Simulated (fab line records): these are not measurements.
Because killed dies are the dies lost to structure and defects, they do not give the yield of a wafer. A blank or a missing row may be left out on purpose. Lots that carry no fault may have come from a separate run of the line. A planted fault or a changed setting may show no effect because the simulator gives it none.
fab line records	flow nandHarc	part 2 of 2: steps 27 to 37 of 37
[record] lots = 5	wafers = 15	lastDay = 34
route steps=1302 shown P_M0@262 P_M1@285
lots that met no fault: from a run of the same line without faults
startH: hours from the record's first day to the start of the lot's first wafer shown	waitH: hours from the lot's prior step to this one	" unchanged from the row above	L1.1+2: a row that stands for several wafers	- no value present, or no start provided	* or withheld: withheld	< > ~ a bound
route shown NAME@n: names a module that has steps shown in the file, with the first one's number in the route	usual: the fault-free wafers' mean and standard deviation	same: alike in all rows	chamber/n: place in a boat	sites: per-site readings	_std_site: how widely they spread, as a standard deviation	_edge_site: inner sites' mean taken away from outer sites' mean	radiusMm: for every site, how far away it sits from the centre of the wafer	mask NAME#n: copy n	behind: tool/chamber where the wafer was last shaped	hold: what put the lot on hold/how long, in hours/how the hold closed	device: the n, p or np transistor that did not switch	end of line: the same wafers' tests at the end of the route	for a step that has no rows: nothing shown but its recipe	killed: dies lost to structure and defects at the first sort, not the wafer's yield	map: dies across one wafer; x = killed, . = not, _ = none there
set.NAME: the setting as run; set.NAME@STEP: as run at that earlier step	model.NAME: the simulator's own value behind a step, which no gauge read
lots seen at some steps along the route; tables by step, rows by wafer
services: from which hour (startH, from the record's first day; less than 0 if before it) a tool's chamber was out of use, for how many hours, and why
[[steps]]
[step NHARC_P_M1_COAT_03]
[recipe] spinRpm = 1500	resistThkNm = 90
lot.wafer	tool	chamber	startH	waitH
L077.1+5+6	lithoTrack-06	0	-	-
L079.3+5+6	lithoTrack-01	0	-	-
L088.1+2+3	lithoTrack-04	0	-	-
L091.1+3+6	lithoTrack-06	0	-	-
L097.1+2+4	lithoTrack-01	0	-	-
[step NHARC_P_M1_SOFTBAKE_04]
[recipe] tempC = 105	timeS = 55
lot.wafer	tool	chamber	startH	waitH
L077.1+5+6	lithoTrack-06	0	-	-
L079.3+5+6	lithoTrack-01	0	-	-
L088.1+2+3	lithoTrack-04	0	-	-
L091.1+3+6	lithoTrack-06	0	-	-
L097.1+2+4	lithoTrack-01	0	-	-
[step NHARC_P_M1_EBR_05]
lot.wafer	tool	chamber	startH	waitH
L077.1+5+6	lithoTrack-06	0	-	-
L079.3+5+6	lithoTrack-01	0	-	-
L088.1+2+3	lithoTrack-04	0	-	-
L091.1+3+6	lithoTrack-06	0	-	-
L097.1+2+4	lithoTrack-01	0	-	-
[step NHARC_P_M1_EXPOSE_06]
[recipe] na = 1.35	targetCdNm = 130	doseMj = 81.88	maskId = P_M1
lot.wafer	tool	chamber	startH	waitH	mask
L077.1+5+6	arfiScanner-01	0	167.98	-	P_M1#0
L079.3+5+6	arfiScanner-02	0	183.60	-	P_M1#0
L088.1+2+3	arfiScanner-02	0	276.19	-	P_M1#0
L091.1+3+6	arfiScanner-01	0	293.84	-	P_M1#0
L097.1+2+4	arfiScanner-02	0	359.14	-	P_M1#0
[step NHARC_P_M1_PEB_07]
[recipe] pebTempC = 100	pebTimeS = 65
lot.wafer	tool	chamber	startH	waitH
L077.1+5+6	lithoTrack-01	0	168.04	0.1
L079.3+5+6	lithoTrack-04	0	183.65	0.0
L088.1+2+3	lithoTrack-01	0	276.26	0.1
L091.1+3+6	lithoTrack-01	0	293.90	0.1
L097.1+2+4	lithoTrack-04	0	359.20	0.1
[step NHARC_P_M1_DEVELOP_08]
[recipe] developTimeS = 35	devTempC = 23
lot.wafer	tool	chamber	startH	waitH
L077.1+5+6	lithoTrack-01	0	-	-
L079.3+5+6	lithoTrack-04	0	-	-
L088.1+2+3	lithoTrack-01	0	-	-
L091.1+3+6	lithoTrack-01	0	-	-
L097.1+2+4	lithoTrack-04	0	-	-
[step NHARC_P_M1_CD_MEAS_09]
[recipe] targetCdNm = 130	landingEnergyEv = 500
[usual] cdNm = 130.0/0.55
lot.wafer	tool	chamber	startH	waitH	cdNm
L077.1	cdSem-02	0	168.12	-	130.2
L077.5	"	0	"	"	130.0
L077.6	"	0	"	"	130.1
L079.3	cdSem-03	0	183.74	-	129.6
L079.5	"	0	"	"	129.8
L079.6	"	0	"	"	129.7
L088.1	cdSem-03	0	276.33	-	129.7
L088.2	"	0	"	"	130.4
L088.3	"	0	"	"	130.4
L091.1	cdSem-01	0	293.98	-	130.1
L091.3	"	0	"	"	130.1
L091.6	"	0	"	"	130.3
L097.1	cdSem-03	0	359.28	-	130.2
L097.2	"	0	"	"	130.6
L097.4	"	0	"	"	129.7
[step NHARC_P_M1_OVL_MEAS_10]
[recipe] pitchNm = 260
[usual] overlayXNm = -0.2/0.92	overlayYNm = 0.3/0.71
lot.wafer	tool	chamber	startH	waitH	overlayXNm	overlayYNm
L077.1	overlay-01	-	168.21	-	0.3	0.9
L077.5	"	-	"	"	0.7	0.8
L077.6	"	-	"	"	0.9	0.6
L079.3	overlay-01	-	183.82	-	-0.8	1.5
L079.5	"	-	"	"	-1.4	1.4
L079.6	"	-	"	"	-0.1	2.0
L088.1	overlay-02	-	276.42	-	0.0	0.8
L088.2	"	-	"	"	-0.5	0.0
L088.3	"	-	"	"	-0.2	0.2
L091.1	overlay-01	-	294.07	-	-0.3	0.0
L091.3	"	-	"	"	-0.2	0.1
L091.6	"	-	"	"	-0.1	-0.1
L097.1	overlay-01	-	359.37	-	-0.5	-0.8
L097.2	"	-	"	"	-0.4	-0.8
L097.4	"	-	"	"	-0.4	-0.8
[step NHARC_P_M1_INSPECT_11]
[usual] rawDefectCount = 4.2/2.4
lot.wafer	tool	chamber	startH	waitH	rawDefectCount
L077.1	defectInspect-01	-	168.24	0.0	4
L077.5	"	-	"	"	6
L077.6	"	-	"	"	2
L079.3	defectInspect-01	-	183.86	0.0	5
L079.5	"	-	"	"	4
L079.6	"	-	"	"	6
L088.1	defectInspect-01	-	276.46	0.0	4
L088.2	"	-	"	"	4
L088.3	"	-	"	"	3
L091.1	defectInspect-01	-	294.11	0.0	4
L091.3	"	-	"	"	8
L091.6	"	-	"	"	5
L097.1	defectInspect-02	-	359.40	0.0	5
L097.2	"	-	"	"	0
L097.4	"	-	"	"	4
[step NHARC_P_M1_DESCUM_14]
[recipe] timeS = 3	o2FlowSccm = 200	arFlowSccm = 0	biasPowerW = 0	chemistry = O2
[usual] drypumpMotorCurrentA = 5.91/0.29	oesProductAu = 1.004/0.011	rfVppV = 57.7/0.92	showerheadPlenumPTorr = 1.87/0.048	throttleValvePct = 11.310/0.0098
lot.wafer	tool	chamber	startH	waitH	drypumpMotorCurrentA	oesProductAu	rfHoursCounterH	rfVppV	showerheadPlenumPTorr	throttleValvePct
L077.1	rieDiel-07	0	168.32	0.1	5.31	1.003	3	56.2	1.78	11.312
L077.5	"	2	"	"	6.24	0.992	-	58.8	1.89	11.317
L077.6	"	3	"	"	6.13	1.004	-	57.5	1.92	11.320
L079.3	rieDiel-07	1	183.94	0.1	5.92	1.003	4	58.1	1.86	11.314
L079.5	"	2	"	"	6.22	0.988	-	59.6	1.89	11.310
L079.6	"	3	"	"	6.14	0.999	-	57.2	1.92	11.319
L088.1	rieDiel-11	2	276.52	0.1	5.67	1.020	1	57.2	1.88	11.315
L088.2	"	3	"	"	5.71	1.014	1	56.6	1.88	11.316
L088.3	"	0	"	"	6.05	1.007	1	56.6	1.83	11.326
L091.3	rieDiel-11	3	294.19	0.1	5.73	1.005	3	57.7	1.88	11.309
L091.1	"	0	"	"	6.04	1.008	3	57.4	1.83	11.316
L091.6	"	2	"	"	5.65	1.009	-	58.3	1.88	11.303
L097.2	rieDiel-07	1	359.47	0.1	5.90	1.010	4	57.0	1.86	11.312
L097.1	"	2	"	"	6.33	1.013	4	59.3	1.89	11.314
L097.4	"	3	"	"	6.15	1.014	4	59.7	1.92	11.303
[step NHARC_P_M1_ETCH_35]
[recipe] targetDepthA = 400	overetchA = 120	timeS = 43.94	ionEnergyEv = 200	n2FlowSccm = 150	h2FlowSccm = 150	arFlowSccm = 0	rfW = 400	biasW = 150	chemistry = N2/H2
[usual] biasW = 150.0/0.44	drypumpMotorCurrentA = 5.89/0.3	oesProductAu = 1.004/0.011	rfVppV = 429.1/1.7	showerheadPlenumPTorr = 1.99/0.056	throttleValvePct = 14.171/0.01
lot.wafer	tool	chamber	startH	waitH	biasW	drypumpMotorCurrentA	oesProductAu	rfHoursCounterH	rfVppV	showerheadPlenumPTorr	throttleValvePct
L077.1	rieDiel-07	3	168.39	0.1	149.9	6.14	1.000	4	430.1	2.05	14.183
L077.6	"	3	"	"	150.3	6.13	1.008	-	431.3	2.05	14.183
L077.5	"	0	"	"	149.9	5.31	1.003	-	427.4	1.89	14.183
L079.3	rieDiel-07	3	184.01	0.1	149.9	6.14	1.007	6	430.4	2.05	14.176
L079.5	"	2	"	"	149.8	6.27	0.975	-	429.4	2.02	14.166
L079.6	"	3	"	"	150.6	6.13	0.997	-	431.1	2.05	14.170
L088.3	rieDiel-11	3	276.61	0.1	151.1	5.75	1.007	1	429.9	2.01	14.169
L088.1	"	0	"	"	149.3	6.04	1.010	1	428.8	1.94	14.165
L088.2	"	1	"	"	149.7	5.95	0.979	1	429.8	2.00	14.173
L091.3	rieDiel-11	2	294.27	0.1	149.7	5.65	1.007	3	430.1	2.00	14.194
L091.1	"	3	"	"	149.5	5.75	1.008	3	429.9	2.01	14.184
L091.6	"	1	"	"	149.9	5.95	0.977	-	430.7	2.00	14.175
L097.4	rieDiel-07	1	359.56	0.1	149.8	5.94	1.009	4	429.1	1.98	14.172
L097.2	"	2	"	"	150.4	6.31	1.025	4	429.6	2.01	14.179
L097.1	"	3	"	"	150.0	6.16	1.011	4	430.6	2.04	14.186
[[services]]
tool	chamber	startH	hours	kind
pecvd-01	-	146.25	0.4	repair
lithoTrack-01	-	155.00	7.0	pm
lithoTrack-06	-	179.00	7.0	pm
pecvd-03	-	185.19	13.0	pm
pvdSputter-01	-	201.51	0.7	repair
lithoTrack-04	-	203.00	7.0	pm
rieDiel-01	-	203.93	9.0	pm
pecvd-01	-	217.51	0.4	repair
pvdSputter-01	-	226.00	10.0	pm
pecvd-03	0	251.28	17.0	repair
rieDiel-12	3	251.85	7.7	repair
rieDiel-12	-	268.57	9.0	pm
pecvd-01	0	270.38	3.7	repair
pecvd-03	-	274.79	1.3	repair
pecvd-01	-	283.03	2.5	repair
rieDiel-01	0	294.04	5.4	repair
rieDiel-07	-	294.20	9.0	pm
rieDiel-01	1	295.77	7.2	repair
rieDiel-01	2	312.86	10.5	repair
rieDiel-12	3	320.48	3.3	repair
pecvd-03	0	324.01	35.8	repair
lithoTrack-01	-	330.00	7.0	pm
rieDiel-07	1	349.66	5.8	repair
lithoTrack-06	-	354.00	7.0	pm
